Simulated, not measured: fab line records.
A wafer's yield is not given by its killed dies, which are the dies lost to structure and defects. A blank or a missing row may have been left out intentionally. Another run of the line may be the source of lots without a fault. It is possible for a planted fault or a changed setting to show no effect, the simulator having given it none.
Commonality check across tools + flow nand harc + Lots sampled 12, wafers sampled 36

== WHY THIS WAS OPENED ==
At NHARC_P_GATE_CD_MEAS_26 the reading cd nm is flagged on 1 of 12 lots. Wafers without a fault read 119.9 nm, standard deviation 0.45.
Rule: a lot is flagged in two cases, either no wafer of it has a number, or all its wafers with numbers fall more than 4 standard deviations from that mean. The rest of the lots are taken to be sound.

| lot  | measured     | on        | cd nm (nm), wafer by wafer | flag    |
|------|--------------|-----------|----------------------------|---------|
| L217 | day 5 05:41  | cd sem-03 | 120.5 120.7 119.9          |         |
| L218 | day 5 09:30  | cd sem-01 | 120.2 120.0 120.4          |         |
| L221 | day 6 22:35  | cd sem-03 | 120.7 119.5 119.7          |         |
| L223 | day 7 13:47  | cd sem-03 | 119.7 120.2 119.8          |         |
| L226 | day 8 19:50  | cd sem-02 | 119.6 119.6 120.0          |         |
| L227 | day 9 01:48  | cd sem-03 | 105.9 105.8 105.2          | FLAGGED |
| L228 | day 9 16:19  | cd sem-01 | 119.7 119.3 119.3          |         |
| L232 | day 11 05:49 | cd sem-02 | 119.0 119.8 119.9          |         |
| L237 | day 13 07:52 | cd sem-03 | 120.2 119.8 119.9          |         |
| L238 | day 13 16:19 | cd sem-02 | 120.1 119.7 120.0          |         |
| L239 | day 14 09:47 | cd sem-03 | 119.9 119.8 120.1          |         |
| L240 | day 14 11:33 | cd sem-01 | 119.5 119.7 119.5          |         |
The numbers of the flagged lots are 105.6 nm on average: -14.3 nm against the usual, or -32 standard deviations.

== WHICH TOOL EACH LOT WENT THROUGH ==
The record holds 1 process step before the reading, out of a route of 1302 steps. Read each cell as the tool, then ch plus the chambers that the sampled wafers visited, then the start.
| lot  | flag    | NHARC_P_GATE_EXPOSE_23             |
|------|---------|------------------------------------|
| L217 |         | arfi scanner-03 ch 0, day 5 05:32  |
| L218 |         | arfi scanner-01 ch 0, day 5 09:22  |
| L221 |         | arfi scanner-03 ch 0, day 6 22:27  |
| L223 |         | arfi scanner-01 ch 0, day 7 13:39  |
| L226 |         | arfi scanner-03 ch 0, day 8 19:41  |
| L227 | FLAGGED | arfi scanner-03 ch 0, day 9 01:40  |
| L228 |         | arfi scanner-02 ch 0, day 9 16:11  |
| L232 |         | arfi scanner-03 ch 0, day 11 05:41 |
| L237 |         | arfi scanner-02 ch 0, day 13 07:44 |
| L238 |         | arfi scanner-02 ch 0, day 13 16:11 |
| L239 |         | arfi scanner-03 ch 0, day 14 09:38 |
| L240 |         | arfi scanner-03 ch 0, day 14 11:25 |
These steps, and what they do:
- NHARC_P_GATE_EXPOSE_23: exposes mask P GATE, target cd 120 nm.
- NHARC_P_GATE_CD_MEAS_26: target cd 120 nm.

== FLAGGED AGAINST TOTAL, ONE TOOL AT A TIME (gauges that did the reading follow at the end) ==
| step                    | tool            | lots run | flagged | share of the flagged lots | sound lots run after its first flagged lot |
|-------------------------|-----------------|----------|---------|---------------------------|--------------------------------------------|
| NHARC_P_GATE_EXPOSE_23  | arfi scanner-01 | 2        | 0       | none                      | -                                          |
| NHARC_P_GATE_EXPOSE_23  | arfi scanner-02 | 3        | 0       | none                      | -                                          |
| NHARC_P_GATE_EXPOSE_23  | arfi scanner-03 | 7        | 1       | all                       | 3 (L232,L239,L240)                         |
| NHARC_P_GATE_CD_MEAS_26 | cd sem-01       | 3        | 0       | none                      | -                                          |
| NHARC_P_GATE_CD_MEAS_26 | cd sem-02       | 3        | 0       | none                      | -                                          |
| NHARC_P_GATE_CD_MEAS_26 | cd sem-03       | 6        | 1       | all                       | 2 (L237,L239)                              |

== THE TABLE: WHAT IT ALLOWS ==
In 2 table rows, all flagged lots were run: arfi scanner-03 (NHARC_P_GATE_EXPOSE_23), cd sem-03 (NHARC_P_GATE_CD_MEAS_26).
- arfi scanner-03 at NHARC_P_GATE_EXPOSE_23: 1 of its 7 lots flagged. Lots that were sound ran on it after the first flagged one (L232, L239, L240); a persistent fault on the entire tool would not allow that.
- cd sem-03 at NHARC_P_GATE_CD_MEAS_26: 1 of its 6 lots flagged. Lots that were sound ran on it after the first flagged one (L237, L239); a persistent fault on the entire tool would not allow that.
There is no row in the table that ran each flagged lot and no sound lot after the first.

== WHAT THE SIMULATOR HAD INSERTED ==
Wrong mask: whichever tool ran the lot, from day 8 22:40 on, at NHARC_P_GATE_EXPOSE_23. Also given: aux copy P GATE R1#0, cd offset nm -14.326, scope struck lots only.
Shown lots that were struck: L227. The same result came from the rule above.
